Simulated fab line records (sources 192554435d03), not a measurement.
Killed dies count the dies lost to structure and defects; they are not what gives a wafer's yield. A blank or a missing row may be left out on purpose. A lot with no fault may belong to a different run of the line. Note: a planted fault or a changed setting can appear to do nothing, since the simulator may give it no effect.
fab line records    flow n5-finfet
record: lots: 4  wafers: 12  last-day: 18
route steps=1938 shown HKMG_FIN@401 BEOL_M4@1111 PASSIVATION@1936
lots with no fault: from the same line, run without faults
start-h: hours from the record's opening day to when the first of the lot's shown wafers began    wait-h: time in hours since the lot's previous step    " identical to the entry in the row above    L1.1+2: one row covering several wafers at once    - no value, or no start was given    * or withheld: withheld    < > ~ a bound
route shown NAME@n: a module of which the file shows steps, and the number in the route of the first    usual: average and standard deviation across the fault-free wafers    same: alike in all rows    chamber/n: place in a boat    sites: readings site by site    _std_site: their standard deviation    _edge_site: mean of outer sites minus mean of inner sites    radius-mm: how far each site lies from the wafer's centre    mask NAME#n: copy n    behind: the most recent tool/chamber to have shaped the wafer    hold: why the lot was held/for how many hours/how that ended    device: transistor that didn't switch, given as n, p or np    end of line: at the end of the route, the tests of the same wafers    step lacking rows: just its recipe    killed: dies that structure and defects cost at the first sort, which is not the same as the wafer's yield    map: the dies of a wafer, with x for killed, . for not killed, _ for no die there
set.NAME: the run value of the setting; set.NAME@STEP: its run value at that earlier step    model.NAME: the simulator's own value behind a step, which no gauge read
a table for each step, a row for each wafer; lots at some steps of the route
services: the hour from which a tool's chamber was out of use, counted from the record's first day as start-h (under 0 if before that day), plus the number of hours and why
== steps ==
step: N5_HKMG_FIN_DESCUM_53
recipe: chemistry: O2  time-s: 7.9  source-power-w: 50  bias-power-w: 20  pressure-mtorr: 20  rf-frequency-hz: 2.712e+07  temp-c: 40  resist: CAR-ArF  o2-flow-sccm: 225
step: N5_HKMG_FIN_ETCH_54
recipe: chemistry: CF4  target: SiARC  target-depth-a: 455  mask-material: CAR-ArF  time-s: 75.8  ion-energy-ev: 80  pressure-mtorr: 40  source-w: 545  bias-w: 36  Ar_flow_sccm: 100  cf4-flow-sccm: 100  ends: cleared
step: N5_HKMG_FIN_ETCH_55
recipe: chemistry: N2/H2  target: SOC  target-depth-a: 2400  temp-c: 40  time-s: 300  ion-energy-ev: 200  mask-material: SiARC  pressure-mtorr: 30  source-w: 840  bias-w: 150  n2-flow-sccm: 200  h2-flow-sccm: 200
step: N5_HKMG_FIN_STRIP_56
recipe: chemistry: N2/H2  temp-c: 40  n2-flow-sccm: 200  h2-flow-sccm: 200  rf-frequency-hz: 6e+07
step: N5_HKMG_FIN_STRIP_57
recipe: chemistry: CF4  resist: SiARC  power-w: 300  bias-power-w: 75  pressure-mtorr: 50  cf4-flow-sccm: 150  rf-frequency-hz: 6e+07
step: N5_HKMG_FIN_ETCH_58
recipe: chemistry: N2/H2  target: SOC  target-depth-a: 2158  ion-energy-ev: 50  bias-w: 13  time-s: 741  pressure-mtorr: 30  source-w: 875  n2-flow-sccm: 200  h2-flow-sccm: 200
step: N5_HKMG_FIN_STRIP_93
recipe: chemistry: N2/H2  material: SOC  time-s: 20  power-w: 500  temp-c: 40  pressure-mtorr: 50  rf-frequency-hz: 6e+07  bias-power-w: 8  h2-frac: 0.5  n2-flow-sccm: 300  h2-flow-sccm: 300
step: N5_HKMG_FIN_WET_ETCH_76
recipe: chemistry: dNH4OH  mix: 1:50  temp-c: 25  target: Al2O3  stop-on: La2O3  target-depth-nm: 2.25  dry: ipa-marangoni  rinse-time-s: 30  rinse-temp-c: 23
step: N5_HKMG_FIN_STRIP_60
recipe: chemistry: N2/H2  power-w: 2500  temp-c: 300  h2-frac: 0.65  time-s: 360  pressure-mtorr: withheld  n2-flow-sccm: 1750  h2-flow-sccm: 3250
step: N5_HKMG_FIN_WET_ETCH_77
recipe: chemistry: dHCl  mix: 1:10000  temp-c: 25  target: La2O3  stop-on: HfO2  target-depth-nm: 2
step: N5_HKMG_FIN_WET_ETCH_78
recipe: chemistry: dNH4OH  mix: 1:50  temp-c: 25  target: Al2O3  stop-on: La2O3  target-depth-nm: 4.5  dry: ipa-marangoni  rinse-time-s: 30  rinse-temp-c: 23
step: N5_HKMG_FIN_ALD_79
recipe: material: TiN  target-thk-a: 15  temp-c: 400  ald-precursor-family: TiCl4  ald-co-reactant: NH3  pulse-time-s: 1  purge-time-s: 3  co-reactant-purge-time-s: 2  co-reactant-pulse-time-s: 2  ald-cycles: 68  pressure-torr: 3
usual: ald-cycles: 68/0  chamber-pressure-Torr: 3.000/0.0072  heater-power-w: 852/100  precursor-pulse-height-rel: 1.000/0.019
lot.wafer  tool          chamber  start-h  wait-h  ald-cycles  chamber-pressure-Torr  heater-power-w  precursor-pulse-height-rel
L950.1     ald-metal-03  1        84.07    0.0     68          3.008                  936             0.986
L950.3     "             0        "        "       68          3.002                  814             1.006
L950.4     "             2        "        "       68          3.005                  934             0.984
L969.1     ald-metal-03  0        194.79   0.0     -           -                      -               -
L969.4     "             3        "        "       -           -                      -               -
L969.6     "             2        "        "       -           -                      -               -
L970.3     ald-metal-01  3        201.34   0.0     -           -                      -               -
L970.5     "             3        "        "       -           -                      -               -
L970.6     "             0        "        "       -           -                      -               -
L971.2     ald-metal-01  2        205.50   0.0     68          3.006                  1077            0.999
L971.4     "             1        "        "       68          3.001                  761             0.996
L971.6     "             2        "        "       68          2.999                  1086            1.026
step: N5_HKMG_FIN_CVD_62
recipe: material: a-Si  target-thk-a: 30  temp-c: 500  precursor: Si2H6  pressure-torr: 1  time-s: 20.8
step: N5_HKMG_FIN_RTA_80
recipe: temp-c: withheld  time-s: 2  ambient: N2  idle-temp-c: 600  ramp-up-c-per-s: 150  ramp-down-c-per-s: 60  cool-to-c: 600
step: N5_HKMG_FIN_PRECLEAN_64
recipe: chemistry: dHF  time-s: 30  temp-c: 25  dilution: withheld
step: N5_HKMG_FIN_WET_ETCH_65
recipe: chemistry: TMAH  temp-c: 70  conc-wt-pct: 5  target: a-Si  stop-on: TiN  time-s: 49  target-depth-nm: 3
step: N5_HKMG_FIN_WET_ETCH_81
recipe: chemistry: SC1  target: TiN  stop-on: HfO2  mix: 1:1:5  temp-c: 60  time-s: 57  target-depth-nm: 6
step: N5_HKMG_FIN_WET_ETCH_82
recipe: chemistry: dHCl  mix: 1:10000  temp-c: 25  target: La2O3  stop-on: HfO2  target-depth-nm: 2  dry: ipa-marangoni  rinse-time-s: 30  rinse-temp-c: 23
step: N5_HKMG_FIN_ALD_36
recipe: material: TiN  target-thk-a: 10  temp-c: 400  ald-precursor-family: TiCl4  ald-co-reactant: NH3  pulse-time-s: 1  purge-time-s: 3  co-reactant-purge-time-s: 2  co-reactant-pulse-time-s: 2  ald-cycles: 47  pressure-torr: 3
step: N5_HKMG_FIN_PWFM_ALD_03
recipe: material: TiN  target-thk-a: 20  temp-c: 400  ald-precursor-family: TiCl4  ald-co-reactant: NH3  pulse-time-s: 1  purge-time-s: 3  co-reactant-purge-time-s: 2  co-reactant-pulse-time-s: 2  ald-cycles: 91  pressure-torr: 3
step: N5_HKMG_FIN_COAT_29
recipe: resist: SOC  temp-c: 250  time-s: 60  spin-rpm: 1500  resist-thk-nm: 300
step: N5_HKMG_FIN_COAT_30
recipe: resist: SiARC  temp-c: 220  time-s: 60  spin-rpm: 1500  resist-thk-nm: 35
step: N5_HKMG_FIN_COAT_06
recipe: resist: CAR-ArF  spin-rpm: 1500  resist-thk-nm: 90
step: N5_HKMG_FIN_EBR_08
recipe: solvent: PGMEA  ebr-width-mm: 1.5
step: N5_HKMG_FIN_SOFTBAKE_07
recipe: temp-c: 110  time-s: 60  resist: CAR-ArF
step: N5_HKMG_FIN_EXPOSE_09
recipe: mask-id: NWFM  na: 1.35  source-shape: conventional  sigma-outer: 0.8  polarization: unpolarized  dose-mj: 39.25
step: N5_HKMG_FIN_PEB_10
recipe: peb-temp-c: withheld  peb-time-s: 60  resist: CAR-ArF
step: N5_HKMG_FIN_DEVELOP_11
recipe: develop-time-s: 30  developer: TMAH  resist: CAR-ArF  dev-temp-c: 23  rinse-liquid: diw  dry: air-spin
step: N5_HKMG_FIN_DESCUM_17
recipe: chemistry: O2  time-s: 7.9  source-power-w: 50  bias-power-w: 20  pressure-mtorr: 20  rf-frequency-hz: 2.712e+07  temp-c: 40  resist: CAR-ArF  o2-flow-sccm: 225
step: N5_HKMG_FIN_ETCH_31
recipe: chemistry: CF4  target: SiARC  target-depth-a: 455  mask-material: CAR-ArF  time-s: 75.8  ion-energy-ev: 80  pressure-mtorr: 40  source-w: 545  bias-w: 36  Ar_flow_sccm: 100  cf4-flow-sccm: 100  ends: cleared
step: N5_HKMG_FIN_ETCH_32
recipe: chemistry: N2/H2  target: SOC  target-depth-a: 2400  temp-c: 40  time-s: 300  ion-energy-ev: 200  mask-material: SiARC  pressure-mtorr: 30  source-w: 840  bias-w: 150  n2-flow-sccm: 200  h2-flow-sccm: 200
step: N5_HKMG_FIN_STRIP_33
recipe: chemistry: N2/H2  temp-c: 40  n2-flow-sccm: 200  h2-flow-sccm: 200  rf-frequency-hz: 6e+07
step: N5_HKMG_FIN_STRIP_34
recipe: chemistry: CF4  resist: SiARC  power-w: 300  bias-power-w: 75  pressure-mtorr: 50  cf4-flow-sccm: 150  rf-frequency-hz: 6e+07
step: N5_HKMG_FIN_ETCH_35
recipe: chemistry: N2/H2  target: SOC  target-depth-a: 2158  ion-energy-ev: 65  bias-w: 5  source-w: 3000  time-s: 243.4  pressure-mtorr: 30  n2-flow-sccm: 200  h2-flow-sccm: 200
step: N5_HKMG_FIN_STRIP_92
recipe: chemistry: N2/H2  material: SOC  time-s: 20  power-w: 500  temp-c: 40  pressure-mtorr: 50  rf-frequency-hz: 6e+07  bias-power-w: 8  h2-frac: 0.5  n2-flow-sccm: 300  h2-flow-sccm: 300
step: N5_HKMG_FIN_WET_ETCH_18
recipe: chemistry: SC1  target: TiN  mix: 1:1:5  temp-c: *  time-s: 55  target-depth-nm: 5.2  dry: ipa-marangoni  rinse-time-s: 30  rinse-temp-c: 23
step: N5_HKMG_FIN_STRIP_19
recipe: chemistry: N2/H2  power-w: 2500  temp-c: 300  h2-frac: 0.65  time-s: 360  pressure-mtorr: withheld  n2-flow-sccm: 1750  h2-flow-sccm: 3250
step: N5_BEOL_M4_RC_MEAS_101
usual: DIBL_N: 36.5/2.2  DIBL_P: 36.9/2.9  EOT_N: 10.51/0.093  EOT_P: 10.47/0.094  IGATE_N: 0.0130/0.0019  IGATE_P: 0.0039/0.00055  IOFF_N: 0.17/0.044  IOFF_N_85C: 3.2/0.72  IOFF_N_LIN: 0.076/0.017  IOFF_N_LONG: 5.47e-05/2.6e-06  IOFF_P: 0.22/0.052  IOFF_P_85C: 3.8/0.76  IOFF_P_LIN: 0.103/0.019  IOFF_P_LONG: 0.000104/9.8e-06  ION_N: 671/16  ION_P: 461/10  SS_N: 71.6/0.73  SS_P: 73.5/0.79  VT_N: 250/4.1  VT_N_LONG: 275.1/2.3  VT_N_LVT: 98/4.6  VT_P: -250/4.1  VT_P_LONG: -275/3.1  VT_P_LVT: -98/4
lot.wafer  tool       chamber  start-h  wait-h  DIBL_N[mV/V]  DIBL_P[mV/V]  EOT_N  EOT_P  IGATE_N[nA/um]  IGATE_P[nA/um]  IOFF_N[nA/um]  IOFF_N_85C[nA/um]  IOFF_N_LIN[nA/um]  IOFF_N_LONG[nA/um]  IOFF_P[nA/um]  IOFF_P_85C[nA/um]  IOFF_P_LIN[nA/um]  IOFF_P_LONG[nA/um]  ION_N[uA/um]  ION_P[uA/um]  SS_N[mV/dec]  SS_P[mV/dec]  VT_N[mV]  VT_N_LONG[mV]  VT_N_LVT[mV]  VT_P[mV]  VT_P_LONG[mV]  VT_P_LVT[mV]
L950.1     prober-02  0        196.37   0.0     34.3          33.6          10.50  10.51  0.0140          0.0042          0.11           2.3                0.057              5.61e-05            0.16           3.0                0.085              0.000116            662           454           71.5          72.3          253       273.4          104           -252      -273           -102
L950.3     "          0        "        "       39.4          41.3          10.52  10.50  0.0128          0.0039          0.24           4.2                0.104              5.58e-05            0.30           5.0                0.130              0.000121            691           467           72.9          73.6          245       273.3          92            -245      -271           -94
L950.4     "          0        "        "       34.4          34.4          10.62  10.58  0.0101          0.0031          0.12           2.5                0.060              5.69e-05            0.19           3.4                0.093              0.000104            660           456           70.8          73.4          253       278.5          101           -251      -274           -101
L969.1     prober-02  0        315.57   0.0     36.1          35.7          9.94   9.88   0.0694          0.0219          0.05           1.2                0.024              3.41e-05            0.01           0.3                0.004              4.8e-05             591           308           73.1          77.8          288       310.2          135           -348      -372           -198
L969.4     "          0        "        "       35.9          35.9          9.90   9.97   0.0781          0.0247          0.05           1.2                0.025              3.36e-05            0.01           0.3                0.004              4.4e-05             600           315           73.0          77.6          287       307.7          135           -346      -373           -198
L969.6     "          0        "        "       31.7          31.1          9.86   9.88   0.0892          0.0280          0.03           0.9                0.018              3.38e-05            0.01           0.2                0.004              4.8e-05             582           310           71.2          76.2          290       308.8          139           -348      -373           -201
L971.2     prober-01  0        317.98   0.2     39.2          40.9          10.36  10.26  0.0152          0.0045          0.21           4.0                0.096              5.33e-05            0.29           4.7                0.120              9.8e-05             694           475           72.2          74.2          245       277.5          93            -246      -278           -94
L971.4     "          0        "        "       36.9          36.9          10.46  10.42  0.0143          0.0043          0.14           2.8                0.066              5.15e-05            0.21           3.6                0.094              0.000103            658           456           71.6          73.0          253       275.9          99            -251      -279           -98
L971.6     "          0        "        "       37.1          37.6          10.38  10.47  0.0154          0.0046          0.17           3.2                0.077              5.29e-05            0.21           3.7                0.098              9.8e-05             679           466           72.3          73.8          248       276.6          97            -251      -275           -97
L970.3     prober-02  0        318.53   0.3     40.1          39.1          10.14  10.03  0.0498          0.0157          0.07           1.5                0.029              2.94e-05            0.01           0.2                0.004              4.5e-05             599           300           73.7          77.8          286       316.3          134           -354      -386           -204
L970.5     "          0        "        "       35.8          33.5          10.04  9.98   0.0579          0.0180          0.04           0.9                0.017              2.87e-05            0.01           0.2                0.003              3.8e-05             561           285           72.8          76.8          293       315.3          144           -360      -385           -210
L970.6     "          0        "        "       37.0          35.4          10.04  9.97   0.0603          0.0185          0.04           1.0                0.018              2.95e-05            0.01           0.2                0.003              3.9e-05             572           293           73.5          76.5          293       317.0          145           -360      -381           -211
step: N5_PASSIVATION_PROBE_49
usual: defect-limited-yield: 91.3/1.4  killed_at_M0_to_M3: 36/10  killed_at_M4_up: 13/5.4  killed-at-contacts: 12/5.3  killed-at-front-end: 39/10  killed-at-other: 3.2/2.7  killed-dies: 103/16  killed-on-rim: 13/4  killed-open: 68/13  killed-short: 33/6.6  sort_bin_5_function: 5.1/0.92  sort_bin_6_memory: 3.3/0.68  sort_bin_8_speed: 0.1/0.41  sort-n-pass: 1077/17  sort-yield-pct: 91.2/1.4
same: gross-dies: 1180  killed-at-back-side: 0  sort_bin_4_leakage[%]: 0
lot.wafer  tool       chamber  start-h  wait-h  defect-limited-yield[%]  killed_at_M0_to_M3  killed_at_M4_up  killed-at-contacts  killed-at-front-end  killed-at-other  killed-dies  killed-on-rim  killed-open  killed-short  sort_bin_5_function[%]  sort_bin_6_memory[%]  sort_bin_8_speed[%]  sort-n-pass  sort-yield-pct[%]
L950.1     prober-02  -        307.74   0.0     92.1                     26                  22               11                  28                   6                93           12             67           26            4.5                     3.2                   0                    1087         92.1
L950.3     prober-02  -        307.84   0.1     91.9                     23                  9                14                  45                   5                96           10             63           32            4.4                     3.6                   0                    1084         91.9
L950.4     prober-02  -        307.89   0.2     90.4                     32                  22               11                  45                   3                113          13             81           32            5.5                     3.6                   0                    1067         90.4
L969.1     prober-01  -        429.92   0.0     58.1                     33                  16               9                   431                  5                494          110            63           31            38.3                    3.2                   58.1                 0            0
L969.4     prober-01  -        430.07   0.2     60.2                     39                  22               12                  395                  2                470          128            79           36            36.0                    3.4                   60.2                 0            0
L969.6     prober-01  -        430.17   0.3     59.3                     43                  12               2                   421                  2                480          121            59           36            37.5                    2.5                   59.3                 0            0
L970.3     prober-01  -        430.82   0.1     60.3                     29                  12               5                   422                  1                469          104            43           34            37.6                    1.9                   60.3                 0            0
L970.5     prober-01  -        430.92   0.2     62.7                     30                  4                7                   397                  2                440          112            50           29            34.6                    2.7                   62.7                 0            0
L970.6     prober-01  -        430.97   0.3     60.6                     33                  9                11                  409                  3                465          129            56           28            35.8                    2.6                   60.6                 0            0
L971.2     prober-01  -        432.45   0.1     87.9                     46                  10               24                  57                   6                143          15             101          40            6.6                     5.1                   0                    1037         87.9
L971.4     prober-01  -        432.55   0.2     87.3                     42                  11               24                  69                   4                150          23             108          42            7.8                     4.7                   0                    1030         87.3
L971.6     prober-01  -        432.65   0.3     90.6                     40                  15               20                  32                   4                111          14             86           23            5.3                     3.7                   0                    1069         90.6
killed by level:class
L950.1 BEOL_M4:geometric-particle:open=11 MOL_CONTACT_COAG:geometric-particle:open=9 BEOL_M0_SAQP:geometric-particle:open=8 DUMMY_GATE:geometric-particle:open=6 PASS1_CAP:geometric-particle:short=4 BEOL_M2:geometric-particle:open=4 BEOL_M3:geometric-particle:open=4 STARTING-WAFER:geometric-particle:open=4
L950.3 MOL_CONTACT_COAG:geometric-particle:open=12 STI_FIN_REVEAL:geometric-particle:open=11 FIN_SAQP:geometric-particle:short=7 BEOL_M0_SAQP:geometric-particle:short=6 BEOL_M0_SAQP:geometric-particle:open=6 BEOL_M1:geometric-particle:open=6 ILD0:geometric-particle:open=5 GATE_CUT:geometric-particle:open=4
L950.4 STI_FIN_REVEAL:geometric-particle:open=11 BEOL_M0_SAQP:geometric-particle:short=10 DUMMY_GATE:geometric-particle:open=9 MOL_CONTACT_COAG:geometric-particle:open=9 BEOL_M4:geometric-particle:open=9 FIN_SAQP:geometric-particle:open=6 BEOL_M1:geometric-particle:open=6 BEOL_M0_SAQP:geometric-particle:open=6
L969.1 HKMG_FIN:area-ald=398 BEOL_M2:geometric-particle:open=10 BEOL_M4:geometric-particle:open=10 MOL_CONTACT_COAG:geometric-particle:open=8 BEOL_M0_SAQP:geometric-particle:short=8 FIN_SAQP:geometric-particle:open=7 FIN_SAQP:geometric-particle:short=6 STI_FIN_REVEAL:geometric-particle:open=6
L969.4 HKMG_FIN:area-ald=351 BEOL_M4:geometric-particle:open=14 BEOL_M0_SAQP:geometric-particle:open=11 MOL_CONTACT_COAG:geometric-particle:open=10 BEOL_M0_SAQP:geometric-particle:short=8 STI_FIN_REVEAL:geometric-particle:open=7 BEOL_M1:geometric-particle:open=7 GATE_CUT:geometric-particle:short=5
L969.6 HKMG_FIN:area-ald=380 BEOL_M0_SAQP:geometric-particle:open=12 FIN_SAQP:geometric-particle:open=10 BEOL_M0_SAQP:geometric-particle:short=10 GATE_CUT:geometric-particle:short=7 STI_FIN_REVEAL:geometric-particle:open=7 BEOL_M2:geometric-particle:open=7 BEOL_M3:geometric-particle:open=6
L970.3 HKMG_FIN:area-ald=390 BEOL_M0_SAQP:geometric-particle:short=9 BEOL_M0_SAQP:geometric-particle:open=8 ILD0:geometric-particle:short=6 BEOL_M1:geometric-particle:open=6 FIN_SAQP:geometric-particle:open=5 GATE_CUT:geometric-particle:short=5 FIN_SAQP:geometric-particle:short=4
L970.5 HKMG_FIN:area-ald=361 BEOL_M0_SAQP:geometric-particle:short=11 BEOL_M0_SAQP:geometric-particle:open=9 FIN_SAQP:geometric-particle:open=8 ILD0:geometric-particle:open=6 MOL_CONTACT_COAG:geometric-particle:open=5 FIN_SAQP:geometric-particle:short=4 STI_FIN_REVEAL:geometric-particle:open=4
L970.6 HKMG_FIN:area-ald=371 MOL_CONTACT_COAG:geometric-particle:open=10 BEOL_M1:geometric-particle:open=10 BEOL_M0_SAQP:geometric-particle:short=9 HKMG_FIN:area-etch=9 STI_FIN_REVEAL:geometric-particle:open=7 ILD0:geometric-particle:open=6 BEOL_M0_SAQP:geometric-particle:open=6
L971.2 STI_FIN_REVEAL:geometric-particle:open=25 MOL_CONTACT_COAG:geometric-particle:open=20 BEOL_M0_SAQP:geometric-particle:short=10 BEOL_M1:geometric-particle:open=10 BEOL_M0_SAQP:geometric-particle:open=8 BEOL_M2:geometric-particle:open=8 BEOL_M3:geometric-particle:open=6 STI_FIN_REVEAL:geometric-particle:short=5
L971.4 STI_FIN_REVEAL:geometric-particle:open=30 MOL_CONTACT_COAG:geometric-particle:open=21 BEOL_M3:geometric-particle:open=12 STI_FIN_REVEAL:geometric-particle:short=9 FIN_SAQP:geometric-particle:open=8 DUMMY_GATE:geometric-particle:open=7 BEOL_M2:geometric-particle:open=7 BEOL_M0_SAQP:geometric-particle:open=6
L971.6 MOL_CONTACT_COAG:geometric-particle:open=17 STI_FIN_REVEAL:geometric-particle:open=9 BEOL_M2:geometric-particle:open=9 BEOL_M3:geometric-particle:open=9 BEOL_M1:geometric-particle:open=8 BEOL_M5:geometric-particle:open=8 DUMMY_GATE:geometric-particle:open=4 GATE_CUT:geometric-particle:open=4
map L969.1 (x killed, . not)
_________________x.x......xx.________________
______________....x.x..x..x...x._____________
___________......x...x.....x.....x.__________
__________xx...x....xx.....x..x...xx_________
________.xx.......xx...x...xx..x....x._______
_______.....x.....x.xxx.x.x....xx.....x______
______...x..x.....x....................._____
_____xx.....x...x........xx........x.x..x____
____xxxx.xxx...x.x...................xx.xx___
___.xxxx.x..........x.....x.......x..x.x.x.__
___x..x...x..x.x......x..x.......x....x..x.__
__x.xxx.....xxx...x.........x...x..x....xxxx_
__xxxxx..xx.................x......xxx..x.xx_
_x.xx.xx..........x...x......x.xx...x.....x.x
_xxx.............x.................x.x..x..xx
_x.x......x.x.......................xxxxx..xx
_xx...x..x....xxx......xx....x.........x.x.x.
_xx.xxxx...xx.........x............x.....xxxx
_xx.x....x...................x..x....xx..x.xx
_xxx.xxxx.......x....x....x....x.x.xx.x.x.xxx
_xxxxxx....x.xx..x.........x...x...xxxx..x.xx
__xx.xx.x.x..x.x...x..x.x......x..xx...x.x.x_
__xx.x.x.xxxxx...x...............xx.xx.xxxxx_
___x.x.xxx.xx...x.....x...........x..xxx.xx__
___x..x..xx.x..xx.xxx....x..x..xx.xx..xxxxx__
____x.xxxxxxxxxxxxx.x....x....xxx.xx.xx.xx___
_____xx.xxxxx.xx.x.x.xx...x.x.xxxxxx.xxxx____
______xxxxxxxxx.x..xx....x...x.x.xxx.xxx_____
_______xxxx.xx.xxxxx.xxxxx.x.x.x.xxxxxx______
________xxxxxxxxxx.xx.xxxx..xxxxxxxxxx_______
__________xxxxx.xxxxxxx.xxxx.x.xxxxx_________
___________xxxxxxxxxxxxxxxxxxxxxxxx__________
______________xxxxxx.xxxxxxxxxxx_____________
_________________xxxxxxxxxxxx________________
map L970.3 (x killed, . not)
_________________xxxxx.xxxxx.________________
______________xx....x.x..xxxxxxx_____________
___________...xx..xx...xxxx...x...x__________
__________x.x.x.x........x.xx..xxx.x_________
________x..xx....x...xxxx...xxxxx..xxx_______
_______xx.....x.xx.x.x.......xxx.x.x.xx______
______x.xx...........xx.xx..x.xxxx..xxxx_____
_____.xxxx..............xx...x....xxxxxxx____
____..xxxx....x...x...x...x..xxxx.xxxxxxx.___
___..xxx.................x.....xx...x..xxxx__
___xx.x..x..x...x....x........x..x.xx.x.xxx__
__..xxx..........................xx..xxxxxxx_
__...x..x.......x...x...............x.xxxxxx_
_.xxx...xx.....................x..xx.xxx.xxxx
_...............xx.....x.x......x....xxx.xxxx
_.x..xx.......x.......x........x......xxxxxxx
_x....x...................x.......xxxxxxx..xx
_.x.x.x..............x......x.....x.xx..xxxxx
_.x...x.xx..........x.x......x.....x....xxxxx
_..x.........x..............x........xxxxxxxx
_xx.xx......x.......x.xx....x.......xxxxxxxxx
__.x..x...........x.....x...x.....x.xxx.xxxx_
__x..........x.....x.xxx...........x.xxxxxxx_
___..xx..x.....x...........x....x.xxx.x.xxx__
___x.....x..................xxx.....x.xxxxx__
____xxxxx.........xx...........xxxx.xx.xxx___
_____...xx............x..x.x..x..x.xxxxxx____
______....xx..xx.x.x.xx..x.....x.xxx.xxx_____
_______x.x...xxxx..xx.xx...xx.xxxxxxxxx______
________xx.xxxxxx..xxx...x...xxxxxxxx._______
__________.x.xx..xx.xxxxx.x.xxxxxxxx_________
___________x.....x.x.x.x..x.x..xxxx__________
______________x.xxxx.x.xxxxxxxxx_____________
_________________xxx.xx.xxxxx________________
== services ==
tool          chamber  start-h  hours  kind
ald-metal-03  0        69.48    4.2    repair
ald-metal-03  2        203.26   5.1    repair
== key ==
first-sign: step: N5_HKMG_FIN_ALD_79  reading: tool-record  direction: missing
effect: step: N5_BEOL_M4_RC_MEAS_101  reading: VT_P_LONG  direction: down  sigmas: 33  usual: -275  struck: -378
effect: step: N5_BEOL_M4_RC_MEAS_101  reading: IGATE_P  direction: up  sigmas: 31  usual: 0.0039  struck: 0.0211
effect: step: N5_BEOL_M4_RC_MEAS_101  reading: IGATE_N  direction: up  sigmas: 28  usual: 0.0130  struck: 0.0675
effect: step: N5_BEOL_M4_RC_MEAS_101  reading: VT_P_LVT  direction: down  sigmas: 26  usual: -98  struck: -204
effect: step: N5_BEOL_M4_RC_MEAS_101  reading: VT_P  direction: down  sigmas: 25  usual: -250  struck: -353
effect: step: N5_BEOL_M4_RC_MEAS_101  reading: VT_N_LONG  direction: up  sigmas: 16  usual: 275.1  struck: 312.6
effect: step: N5_BEOL_M4_RC_MEAS_101  reading: ION_P  direction: down  sigmas: 15  usual: 461  struck: 302
effect: step: N5_BEOL_M4_RC_MEAS_101  reading: VT_N  direction: up  sigmas: 9.6  usual: 250  struck: 290
effect: step: N5_BEOL_M4_RC_MEAS_101  reading: IOFF_N_LONG  direction: down  sigmas: 8.8  usual: 5.47e-05  struck: 3.15e-05
effect: step: N5_BEOL_M4_RC_MEAS_101  reading: VT_N_LVT  direction: up  sigmas: 8.8  usual: 98  struck: 139
effect: step: N5_BEOL_M4_RC_MEAS_101  reading: IOFF_P_LONG  direction: down  sigmas: 6.2  usual: 0.000104  struck: 4.3e-05
effect: step: N5_BEOL_M4_RC_MEAS_101  reading: EOT_N  direction: down  sigmas: 5.6  usual: 10.51  struck: 9.99
effect: step: N5_PASSIVATION_PROBE_49  reading: sort_bin_8_speed  direction: up  sigmas: 99+  usual: 0.1  struck: 60.2
more-kills-born-at: N5_HKMG_FIN_ALD_79@ald-metal-03: 1127  N5_HKMG_FIN_ALD_79@ald-metal-01: 1122
met-at N5_HKMG_FIN_ALD_79
struck-wafers L969.1,L969.4,L969.6,L970.3,L970.5,L970.6
onset-between 84.07 194.79
fault: kind: skipped-step-whole  tool: ald-metal-01,ald-metal-03  chamber: -  onset-h: 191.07  steps: N5_HKMG_FIN_ALD_79  scope: struck-lots-only
